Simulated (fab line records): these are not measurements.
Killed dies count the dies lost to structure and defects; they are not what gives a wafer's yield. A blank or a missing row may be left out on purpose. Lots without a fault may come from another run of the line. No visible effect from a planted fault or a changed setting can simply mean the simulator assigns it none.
One fault through the eyes of 2 desks	flow n5-finfet	each desk holds nothing but its own numbers, with what lay behind them at the end

FROM THE METROLOGY DESK
What the gauges read for every lot (on any tool): the sampled wafers with a number, averaged. If a lot's mean is further than 4 standard deviations from the usual mean, the lot is out of limits and carries the mark OUT (the distance appears in the brackets). Of its 11 readings 7 are shown: those that lie furthest out on some lot.
Columns: A = cd-nm at N5_MOL_CONTACT_COAG_CD_MEAS_08, usual 28.06 nm; B = DIBL_P at N5_BEOL_M4_RC_MEAS_101, usual 37 mV/V; C = IOFF_N at N5_BEOL_M4_RC_MEAS_101, usual 0.18 nA/um; D = IOFF_P at N5_BEOL_M4_RC_MEAS_101, usual 0.21 nA/um; E = SS_P at N5_BEOL_M4_RC_MEAS_101, usual 73.4 mV/dec; F = VT_N at N5_BEOL_M4_RC_MEAS_101, usual 250 mV; G = VT_P at N5_BEOL_M4_RC_MEAS_101, usual -251 mV
lot	first seen here	A	B	C	D	E	F	G
L222	day 4 23:51	27.84	37	0.16	0.23	73.1	251	-250
L224	day 5 10:52	27.88	38	0.20	0.24	73.4	247	-248
L225	day 5 15:01	27.81	34	0.13	0.16	72.7	255	-254
L234	day 7 22:37	28.25	37	0.17	0.22	73.8	249	-249
L236	day 8 08:03	28.40	39	0.25	0.28	73.9	247	-247
L237	day 8 14:25	28.26	38	0.17	0.23	73.8	250	-248
L239	day 9 03:25	27.75	40	0.22	0.27	73.5	246	-246
L238	day 9 05:57	27.87	33	0.14	0.19	72.3	253	-251
L242	day 9 22:52	27.93	36	0.17	0.18	73.2	248	-254
L243	day 10 10:29	28.33	36	0.15	0.17	73.1	251	-256
This desk's finding: nothing out of limits on any of the 10 lots.

THE TOOL OWNER'S DESK: ald-sin-04
The tool's own readings at N5_GATE_CUT_ALD_22 (deposits SiNx, target thk 16 nm, pulse time 1 s, ald cycles 320): means of the sampled wafers that have a number, for each lot that ran on this tool. If a lot's mean is further than 4 standard deviations from the usual mean, the lot is out of limits and carries the mark OUT (the distance appears in the brackets).
Columns: A = heater-power-outer-w at N5_GATE_CUT_ALD_22, usual 522 W; B = heater-power-w at N5_GATE_CUT_ALD_22, usual 860 W; C = precursor-pulse-height-rel at N5_GATE_CUT_ALD_22, usual 0.999
lot	first seen here	A	B	C
L222	day 4 21:01	516	875	1.004
L224	day 5 08:03	498	825	1.003
L225	day 5 12:12	502	833	0.989
L239	day 9 00:20	516	882	1.042
L238	day 9 02:56	485	798	1.008
L242	day 9 19:49	511	852	1.002
L243	day 10 07:40	494	823	1.007
This desk's finding: nothing out of limits on any of the 7 lots.

TAKEN TOGETHER
The metrology desk saw nothing out of limits.
Nothing out of limits was seen by the tool owner's desk.

WHAT THE SIMULATOR HAD INSERTED
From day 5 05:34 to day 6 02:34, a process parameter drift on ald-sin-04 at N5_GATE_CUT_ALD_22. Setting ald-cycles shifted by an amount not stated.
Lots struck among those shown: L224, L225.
